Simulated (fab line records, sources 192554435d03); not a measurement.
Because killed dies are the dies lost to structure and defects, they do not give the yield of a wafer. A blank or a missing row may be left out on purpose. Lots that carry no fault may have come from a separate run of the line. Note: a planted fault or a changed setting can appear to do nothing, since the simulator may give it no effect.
Which tool did it? ; flow n5-finfet ; 7 lots, 21 wafers sampled, at 2 steps of a route of 1938

== WHAT THE GAUGES SHOWED, per wafer ==
N5_BEOL_M1_INSPECT_59: inspects for defects (darkfield).
lot;measured;on;raw-defect-count
L306;day 7 00:53;defect-inspect-02;98 72 75
L307;day 7 13:53;defect-inspect-02;87 81 67
L310;day 7 16:12;defect-inspect-01;82 143 103
L319;day 9 21:48;defect-inspect-01;153 76 47
L323;day 10 23:07;defect-inspect-02;111 97 111
L326;day 11 14:32;defect-inspect-02;50 50 42
L328;day 12 06:31;defect-inspect-01;69 101 77

== WHICH TOOL RAN EACH LOT (tool, then ch and the chambers of the sampled wafers, then the start) ==
lot;N5_BEOL_M1_SPUTTER_96
L306;pvd-sputter-01, day 6 23:47
L307;pvd-sputter-03, day 7 12:39
L310;pvd-sputter-03, day 7 15:07
L319;pvd-sputter-01, day 9 20:41
L323;pvd-sputter-01, day 10 21:59
L326;pvd-sputter-02, day 11 13:27
L328;pvd-sputter-01, day 12 05:26
- N5_BEOL_M1_SPUTTER_96: material Cu, target thk 4.5 nm, time 8.29 s.

== THE ANSWER, worked out from the rows above alone ==
Rule: the lots themselves supply what counts as usual. Put in order of their means at a reading, lots are off if they are a third of the lots or fewer, leave a main group of 4 or more, and stand apart from it by a gap of 3 or more times the standard deviation of the main group's means; of several such gaps the widest counts. If all means in a main group match to the digits the tables above print for the reading, that group is not used. Also off: a lot with no number at a reading for which 4 or more lots have one. Any other lot the step has rows for is counted as sound.
None of the lots is off at any reading shown; this tells nothing.

== WHAT HAD BEEN PUT IN BY THE SIMULATOR ==
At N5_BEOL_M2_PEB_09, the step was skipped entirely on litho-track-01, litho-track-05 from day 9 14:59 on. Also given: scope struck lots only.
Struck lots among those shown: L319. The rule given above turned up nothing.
